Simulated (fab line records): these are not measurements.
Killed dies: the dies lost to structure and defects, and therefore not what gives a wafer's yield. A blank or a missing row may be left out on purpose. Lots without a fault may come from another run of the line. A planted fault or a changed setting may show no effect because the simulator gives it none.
Split-lot study | flow n5Finfet | on a route of 1938 steps: 7 lots, 21 wafers read

## ABOUT THE SPLIT
At N5_MOL_CONTACT_COAG_ETCH_110 (etches Si in CF4/O2, target depth 2.5 nm, time 8 s), the setting biasW was moved away from the recipe's 12 W on 4 of the 21 wafers read, by -16.8% to +8.8%. The other wafers ran this setting at the recipe's value.

The split's own step is where the reading is taken.

## THE READING
rfVppV, in V, at N5_MOL_CONTACT_COAG_ETCH_110 (etches Si in CF4/O2, target depth 2.5 nm, time 8 s). Typical for fault-free wafers on this fab line: 129.0 V, with standard deviation 2.7 V.

wafer  | tool, chamber at the split | biasW as run, W | against the recipe | rfVppV, V | against lot-mates on the recipe
L074.1 | rieDiel-05, 0              | 12              | recipe             | 124.8     | -
L074.2 | rieDiel-05, 1              | 13.06           | +8.8%              | 134.7     | +7.9
L074.4 | rieDiel-05, 3              | 12              | recipe             | 128.8     | -
L075.2 | rieDiel-01, 2              | 12              | recipe             | 133.2     | -
L075.4 | rieDiel-01, 0              | 12              | recipe             | 129.1     | -
L075.6 | rieDiel-01, 1              | 10.15           | -15.4%             | 110.9     | -20.2
L082.2 | rieDiel-01, 3              | 12              | recipe             | 132.1     | -
L082.3 | rieDiel-01, 0              | 12              | recipe             | 130.1     | -
L082.4 | rieDiel-01, 3              | 12              | recipe             | 130.7     | -
L085.2 | rieDiel-01, 2              | 12              | recipe             | 131.8     | -
L085.4 | rieDiel-01, 1              | 12              | recipe             | 125.9     | -
L085.5 | rieDiel-01, 1              | 12              | recipe             | 125.3     | -
L088.2 | rieDiel-03, 1              | 12              | recipe             | 132.2     | -
L088.4 | rieDiel-03, 1              | 12              | recipe             | 131.5     | -
L088.6 | rieDiel-03, 3              | 12              | recipe             | 132.2     | -
L091.1 | rieDiel-05, 1              | 12              | recipe             | 125.7     | -
L091.2 | rieDiel-05, 3              | 10.59           | -11.8%             | 116.2     | -8.7
L091.6 | rieDiel-05, 0              | 12              | recipe             | 124.1     | -
L097.2 | rieDiel-05, 1              | 9.985           | -16.8%             | 108.3     | -19.3
L097.4 | rieDiel-05, 2              | 12              | recipe             | 130.7     | -
L097.5 | rieDiel-05, 0              | 12              | recipe             | 124.6     | -

FIT RESULTS
A straight line over all 21 wafers: rfVppV changes by +1.11 V for each +1% of biasW; r = +0.90; the points scatter about the line by 3.1 V.
The same after taking each lot's own level away (the mean of its wafers on the recipe; 21 wafers): +1.1 V for each +1%; r = +0.95; scatter 2.3 V.
That fit puts the effect of the largest move of biasW on the reading at 18 V.
Across the lots, their own levels run from 124.90 to 131.97 V, a range of 2.6 times the standard deviation given above.
The two slopes agree, so the slope changes little with the lot-to-lot level.
Check: for one of the wafers moved furthest among these (-16.8%), held out of the fit, the line's prediction against its lot-mates is -17.9 V. It came out at -19.3 V against them.
Tool readings at the split's step, against how far the setting was moved: rfVppV r = +0.90.

## OTHER SPLITS ON THESE WAFERS
Note: prior to the reading, these wafers also went through further splits. Each is held against what the fit with the lots' levels taken away leaves over:
other split on the same wafers | wafers away from the commonest value | r with rfVppV (lot level and that fit taken away)
N5_GATE_CUT_EXPOSE_10 doseMj   | 5                                    | -0.43

## FILE'S OWN FIT
rfVppV changes by +1.1 V for each +1% of biasW, r = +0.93.
